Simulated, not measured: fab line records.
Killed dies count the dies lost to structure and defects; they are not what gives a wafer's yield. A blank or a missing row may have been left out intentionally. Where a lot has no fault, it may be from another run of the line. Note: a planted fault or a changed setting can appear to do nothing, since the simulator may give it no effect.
What tool caused it? :: flow n5 finfet :: Sampling: 10 lots, 30 wafers, 5 of 1938 route steps

WHAT THE GAUGES SHOWED, per wafer
N5_SPACER0_INSPECT_04: inspects for defects (darkfield). Usual: 144 for raw defect count, sd 36.
lot: L630
measured: day 3 07:32
on: defect inspect-01
raw defect count: 141 141 139
flag: 

lot: L631
measured: day 3 14:32
on: defect inspect-02
raw defect count: 107 81 84
flag: 

lot: L632
measured: day 3 19:13
on: defect inspect-02
raw defect count: 154 142 186
flag: 

lot: L636
measured: day 4 21:56
on: defect inspect-01
raw defect count: 138 116 211
flag: 

lot: L637
measured: day 5 04:18
on: defect inspect-01
raw defect count: 158 222 225
flag: 

lot: L639
measured: day 5 16:22
on: defect inspect-02
raw defect count: 96 73 114
flag: 

lot: L648
measured: day 7 19:29
on: defect inspect-01
raw defect count: 224 231 179
flag: 

lot: L649
measured: day 8 05:17
on: defect inspect-02
raw defect count: 133 112 114
flag: 

lot: L650
measured: day 8 07:49
on: defect inspect-02
raw defect count: 134 153 152
flag: 

lot: L652
measured: day 8 18:35
on: defect inspect-02
raw defect count: 171 133 110
flag: 

N5_BEOL_M4_RC_MEAS_101. Usual: DIBL_N 36.4 mV/V, standard deviation 1.6; DIBL_P 35.9 mV/V, standard deviation 2; IOFF_N 0.152 nA/um, standard deviation 0.03; IOFF_P 0.20 nA/um, standard deviation 0.032; ION_N 670 uA/um, standard deviation 12; ION_P 459 uA/um, standard deviation 7.3; SS_N 71.6 mV/dec, standard deviation 0.55; SS_P 73.2 mV/dec, standard deviation 0.69; VT_N 251 mV, standard deviation 3.5; VT_P -252 mV, standard deviation 3.2.
lot: L630
measured: day 8 03:50
on: prober-01
DIBL_N (mV/V): 36.7 36.5 37.9
DIBL_P (mV/V): 33.8 35.5 37.1
IOFF_N (nA/um): 0.139 0.153 0.177
IOFF_P (nA/um): 0.18 0.22 0.24
ION_N (uA/um): 656 675 671
ION_P (uA/um): 449 461 466
SS_N (mV/dec): 71.5 70.7 71.4
SS_P (mV/dec): 72.7 72.4 73.3
VT_N (mV): 254 249 248
VT_P (mV): -253 -250 -248
flag: 

lot: L631
measured: day 8 05:18
on: prober-02
DIBL_N (mV/V): 38.9 41.3 37.0
DIBL_P (mV/V): 38.1 39.3 35.2
IOFF_N (nA/um): 0.199 0.236 0.152
IOFF_P (nA/um): 0.26 0.28 0.21
ION_N (uA/um): 689 693 676
ION_P (uA/um): 468 476 465
SS_N (mV/dec): 71.2 71.6 70.1
SS_P (mV/dec): 73.4 74.2 72.7
VT_N (mV): 245 246 252
VT_P (mV): -249 -244 -249
flag: 

lot: L632
measured: day 8 22:53
on: prober-01
DIBL_N (mV/V): 36.8 39.9 39.2
DIBL_P (mV/V): 34.9 38.3 38.4
IOFF_N (nA/um): 0.133 0.198 0.181
IOFF_P (nA/um): 0.21 0.25 0.25
ION_N (uA/um): 655 687 683
ION_P (uA/um): 459 467 464
SS_N (mV/dec): 71.6 72.0 71.8
SS_P (mV/dec): 73.7 73.9 73.7
VT_N (mV): 252 247 248
VT_P (mV): -252 -249 -252
flag: 

lot: L636
measured: day 10 08:22
on: prober-01
DIBL_N (mV/V): 34.1 38.1 35.6
DIBL_P (mV/V): 33.3 39.7 35.3
IOFF_N (nA/um): 0.108 0.193 0.132
IOFF_P (nA/um): 0.13 0.22 0.16
ION_N (uA/um): 658 688 674
ION_P (uA/um): 448 467 458
SS_N (mV/dec): 70.8 71.8 71.5
SS_P (mV/dec): 72.8 74.8 73.4
VT_N (mV): 258 247 253
VT_P (mV): -261 -251 -253
flag: 

lot: L637
measured: day 10 08:34
on: prober-02
DIBL_N (mV/V): 36.9 36.9 36.3
DIBL_P (mV/V): 34.1 34.5 34.2
IOFF_N (nA/um): 0.151 0.152 0.139
IOFF_P (nA/um): 0.18 0.19 0.19
ION_N (uA/um): 681 680 669
ION_P (uA/um): 453 468 464
SS_N (mV/dec): 72.2 71.7 71.5
SS_P (mV/dec): 73.2 73.0 73.0
VT_N (mV): 251 251 251
VT_P (mV): -255 -255 -251
flag: 

lot: L639
measured: day 10 16:03
on: prober-01
DIBL_N (mV/V): 38.4 35.7 38.5
DIBL_P (mV/V): 38.2 35.4 37.9
IOFF_N (nA/um): 0.192 0.151 0.189
IOFF_P (nA/um): 0.23 0.20 0.23
ION_N (uA/um): 686 686 682
ION_P (uA/um): 466 472 467
SS_N (mV/dec): 72.0 72.2 72.3
SS_P (mV/dec): 73.5 73.9 73.2
VT_N (mV): 248 253 249
VT_P (mV): -249 -250 -250
flag: 

lot: L648
measured: day 12 21:31
on: prober-01
DIBL_N (mV/V): 36.0 36.4 37.2
DIBL_P (mV/V): 36.9 37.4 37.1
IOFF_N (nA/um): 0.172 0.175 0.193
IOFF_P (nA/um): 0.20 0.21 0.21
ION_N (uA/um): 681 680 684
ION_P (uA/um): 468 466 462
SS_N (mV/dec): 72.0 71.5 72.3
SS_P (mV/dec): 73.3 73.0 73.7
VT_N (mV): 247 249 248
VT_P (mV): -250 -248 -247
flag: 

lot: L649
measured: day 13 18:13
on: prober-02
DIBL_N (mV/V): 35.5 33.3 32.5
DIBL_P (mV/V): 34.6 32.0 31.6
IOFF_N (nA/um): 0.143 0.106 0.095
IOFF_P (nA/um): 0.17 0.14 0.14
ION_N (uA/um): 661 646 644
ION_P (uA/um): 452 449 448
SS_N (mV/dec): 71.1 71.1 70.4
SS_P (mV/dec): 73.7 71.9 72.4
VT_N (mV): 252 258 255
VT_P (mV): -251 -256 -253
flag: 

lot: L650
measured: day 13 16:52
on: prober-01
DIBL_N (mV/V): 35.5 37.1 37.3
DIBL_P (mV/V): 34.9 37.8 36.7
IOFF_N (nA/um): 0.136 0.177 0.158
IOFF_P (nA/um): 0.17 0.21 0.20
ION_N (uA/um): 653 669 661
ION_P (uA/um): 444 451 451
SS_N (mV/dec): 71.0 71.6 71.6
SS_P (mV/dec): 72.5 73.4 72.5
VT_N (mV): 253 249 251
VT_P (mV): -254 -251 -252
flag: 

lot: L652
measured: day 13 18:51
on: prober-01
DIBL_N (mV/V): 35.6 35.7 34.8
DIBL_P (mV/V): 34.2 34.9 32.8
IOFF_N (nA/um): 0.128 0.124 0.117
IOFF_P (nA/um): 0.16 0.16 0.14
ION_N (uA/um): 659 668 654
ION_P (uA/um): 445 458 447
SS_N (mV/dec): 71.3 71.0 71.2
SS_P (mV/dec): 73.0 73.4 72.5
VT_N (mV): 255 254 256
VT_P (mV): -257 -258 -261
flag: 

EACH LOT AND THE TOOL THAT RAN IT (in order: tool; ch and the chambers of the sampled wafers; start)
lot: L630
N5_SD_EPI_N_SD_RECESS_17: rie si-01 ch 0,2,3, day 3 09:19
N5_SD_EPI_N_STRIP_18: wet bench-01 ch 0,3,7, day 3 09:32
N5_SD_EPI_N_VAPOR_ETCH_50: epi rpcvd-02 ch 0, day 3 10:13

lot: L631
N5_SD_EPI_N_SD_RECESS_17: rie si-03 ch 0,1,2, day 3 17:21
N5_SD_EPI_N_STRIP_18: wet bench-03 ch 4,6,7, day 3 17:32
N5_SD_EPI_N_VAPOR_ETCH_50: epi rpcvd-04 ch 0, day 3 18:17

lot: L632
N5_SD_EPI_N_SD_RECESS_17: rie si-01 ch 0,3, day 3 22:28
N5_SD_EPI_N_STRIP_18: wet bench-01 ch 1,2,6, day 3 22:40
N5_SD_EPI_N_VAPOR_ETCH_50: epi rpcvd-04 ch 0, day 3 23:26

lot: L636
N5_SD_EPI_N_SD_RECESS_17: rie si-03 ch 1,2, day 4 23:21
N5_SD_EPI_N_STRIP_18: wet bench-06 ch 0,1,5, day 4 23:32
N5_SD_EPI_N_VAPOR_ETCH_50: epi rpcvd-04 ch 0, day 5 00:17

lot: L637
N5_SD_EPI_N_SD_RECESS_17: rie si-03 ch 0,2,3, day 5 05:38
N5_SD_EPI_N_STRIP_18: wet bench-06 ch 2,4,7, day 5 05:50
N5_SD_EPI_N_VAPOR_ETCH_50: epi rpcvd-02 ch 0, day 5 06:27

lot: L639
N5_SD_EPI_N_SD_RECESS_17: rie si-03 ch 1,3, day 5 17:48
N5_SD_EPI_N_STRIP_18: wet bench-01 ch 0,1,4, day 5 17:59
N5_SD_EPI_N_VAPOR_ETCH_50: epi rpcvd-02 ch 0, day 5 18:38

lot: L648
N5_SD_EPI_N_SD_RECESS_17: rie si-02 ch 0,1,3, day 7 21:02
N5_SD_EPI_N_STRIP_18: wet bench-01 ch 0,6,7, day 7 21:13
N5_SD_EPI_N_VAPOR_ETCH_50: epi rpcvd-02 ch 0, day 7 21:57

lot: L649
N5_SD_EPI_N_SD_RECESS_17: rie si-01 ch 1,2, day 8 06:21
N5_SD_EPI_N_STRIP_18: wet bench-06 ch 0,2,5, day 8 06:32
N5_SD_EPI_N_VAPOR_ETCH_50: epi rpcvd-02 ch 0, day 8 07:11

lot: L650
N5_SD_EPI_N_SD_RECESS_17: rie si-01 ch 1,3, day 8 09:00
N5_SD_EPI_N_STRIP_18: wet bench-06 ch 1,2,3, day 8 09:11
N5_SD_EPI_N_VAPOR_ETCH_50: epi rpcvd-03 ch 0, day 8 09:55

lot: L652
N5_SD_EPI_N_SD_RECESS_17: rie si-02 ch 1,2,3, day 8 19:41
N5_SD_EPI_N_STRIP_18: wet bench-03 ch 1,2,7, day 8 19:53
N5_SD_EPI_N_VAPOR_ETCH_50: epi rpcvd-04 ch 0, day 8 20:32
- N5_SD_EPI_N_SD_RECESS_17: chemistry HBr/Cl2/O2, target depth 41 nm, time 23.7 s, bt time 3 s.
- N5_SD_EPI_N_STRIP_18: strips in SPM, time 750 s.
- N5_SD_EPI_N_VAPOR_ETCH_50: etches Si in HCl, time 54 s.

AS READ BY THE TOOLS THEMSELVES (means over the sampled wafers that have a number; for cases with no such wafer, the mark the record gives instead)
N5_SD_EPI_N_SD_RECESS_17. Usual: HBr_flow_sccm 150.0 sccm, standard deviation 0.38; chamber pressure mTorr 10.000 mTorr, standard deviation 0.0087; drypump motor current A 5.7 A, standard deviation 0.54; oes product au 0.996 a.u., standard deviation 0.016; throttle valve pct 37.06 %, standard deviation 0.29.
lot: L630
tool: rie si-01
HBr_flow_sccm (sccm): 150.0
chamber pressure mTorr (mTorr): 9.998
drypump motor current A (A): 6.1
oes product au (a.u.): 0.996
throttle valve pct (%): 37.10
flag: 

lot: L631
tool: rie si-03
HBr_flow_sccm (sccm): 150.2
chamber pressure mTorr (mTorr): 9.991
drypump motor current A (A): 5.4
oes product au (a.u.): 0.996
throttle valve pct (%): 37.06
flag: 

lot: L632
tool: rie si-01
HBr_flow_sccm (sccm): 150.1
chamber pressure mTorr (mTorr): 10.003
drypump motor current A (A): 6.1
oes product au (a.u.): 0.990
throttle valve pct (%): 37.04
flag: 

lot: L636
tool: rie si-03
HBr_flow_sccm (sccm): 150.2
chamber pressure mTorr (mTorr): 9.998
drypump motor current A (A): 5.3
oes product au (a.u.): 0.979
throttle valve pct (%): 36.91
flag: 

lot: L637
tool: rie si-03
HBr_flow_sccm (sccm): 150.1
chamber pressure mTorr (mTorr): 9.991
drypump motor current A (A): 5.4
oes product au (a.u.): 1.004
throttle valve pct (%): 36.97
flag: 

lot: L639
tool: rie si-03
HBr_flow_sccm (sccm): 150.1
chamber pressure mTorr (mTorr): 9.996
drypump motor current A (A): 5.7
oes product au (a.u.): 1.010
throttle valve pct (%): 36.99
flag: 

lot: L648
tool: rie si-02
HBr_flow_sccm (sccm): 149.7
chamber pressure mTorr (mTorr): 9.995
drypump motor current A (A): 5.7
oes product au (a.u.): 0.999
throttle valve pct (%): 37.08
flag: 

lot: L649
tool: rie si-01
HBr_flow_sccm (sccm): 149.8
chamber pressure mTorr (mTorr): 10.001
drypump motor current A (A): 6.1
oes product au (a.u.): 0.998
throttle valve pct (%): 37.09
flag: 

lot: L650
tool: rie si-01
HBr_flow_sccm (sccm): 149.8
chamber pressure mTorr (mTorr): 9.990
drypump motor current A (A): 6.2
oes product au (a.u.): 0.987
throttle valve pct (%): 36.99
flag: 

lot: L652
tool: rie si-02
HBr_flow_sccm (sccm): 149.6
chamber pressure mTorr (mTorr): 10.003
drypump motor current A (A): 5.6
oes product au (a.u.): 0.986
throttle valve pct (%): 37.10
flag: 

N5_SD_EPI_N_STRIP_18. Usual: bath guard temp C 130.1 C, standard deviation 0.65; bath heat duty pct 14.8 %, standard deviation 1.9.
lot: L630
tool: wet bench-01
bath guard temp C (C): 130.1
bath heat duty pct (%): 14.0
flag: 

lot: L631
tool: wet bench-03
bath guard temp C (C): 130.2
bath heat duty pct (%): 15.8
flag: 

lot: L632
tool: wet bench-01
bath guard temp C (C): 130.1
bath heat duty pct (%): 14.3
flag: 

lot: L636
tool: wet bench-06
bath guard temp C (C): 129.8
bath heat duty pct (%): 12.8
flag: 

lot: L637
tool: wet bench-06
bath guard temp C (C): 130.4
bath heat duty pct (%): 15.9
flag: 

lot: L639
tool: wet bench-01
bath guard temp C (C): 130.2
bath heat duty pct (%): 15.0
flag: 

lot: L648
tool: wet bench-01
bath guard temp C (C): -
bath heat duty pct (%): -
flag: OFF

lot: L649
tool: wet bench-06
bath guard temp C (C): -
bath heat duty pct (%): -
flag: OFF

lot: L650
tool: wet bench-06
bath guard temp C (C): -
bath heat duty pct (%): -
flag: OFF

lot: L652
tool: wet bench-03
bath guard temp C (C): 129.7
bath heat duty pct (%): 16.4
flag: 

N5_SD_EPI_N_VAPOR_ETCH_50. Usual: susceptor temp C 775.1 C, standard deviation 0.31; throttle valve pct 12.2 %, standard deviation 0.32.
lot: L630
tool: epi rpcvd-02
susceptor temp C (C): 775.2
throttle valve pct (%): 12.5
flag: 

lot: L631
tool: epi rpcvd-04
susceptor temp C (C): 775.0
throttle valve pct (%): 11.6
flag: 

lot: L632
tool: epi rpcvd-04
susceptor temp C (C): 775.1
throttle valve pct (%): 11.8
flag: 

lot: L636
tool: epi rpcvd-04
susceptor temp C (C): 774.9
throttle valve pct (%): 11.6
flag: 

lot: L637
tool: epi rpcvd-02
susceptor temp C (C): 774.9
throttle valve pct (%): 12.3
flag: 

lot: L639
tool: epi rpcvd-02
susceptor temp C (C): 775.0
throttle valve pct (%): 12.4
flag: 

lot: L648
tool: epi rpcvd-02
susceptor temp C (C): 775.1
throttle valve pct (%): 12.5
flag: 

lot: L649
tool: epi rpcvd-02
susceptor temp C (C): 775.1
throttle valve pct (%): 12.3
flag: 

lot: L650
tool: epi rpcvd-03
susceptor temp C (C): 775.3
throttle valve pct (%): 12.3
flag: 

lot: L652
tool: epi rpcvd-04
susceptor temp C (C): 774.8
throttle valve pct (%): 11.8
flag: 

THE ANSWER, worked out from the rows above alone
Rule: take the mean of a lot's wafers that have a number; if it is more than 3 standard deviations from the usual mean, the lot is off. A lot without any number at a reading at which 4 lots or more have one is off too. All remaining lots with rows at the step are treated as sound. Order of review: gauges by route order, followed by the tools' own readings, for which a lot's mean as printed above is used. At the first step where some lot is off, the reading lying furthest off is the one used; lots without a number count as furthest.
Off at N5_SD_EPI_N_STRIP_18 (bath guard temp C): L648, L649, L650. Without a number there: L648, L649, L650.
A tool fits if, at that step or a process step before it, it ran every lot that is off, and no sound lot after the first of them. Not one of the candidates tried fits.

WHAT THE SIMULATOR HAD INSERTED
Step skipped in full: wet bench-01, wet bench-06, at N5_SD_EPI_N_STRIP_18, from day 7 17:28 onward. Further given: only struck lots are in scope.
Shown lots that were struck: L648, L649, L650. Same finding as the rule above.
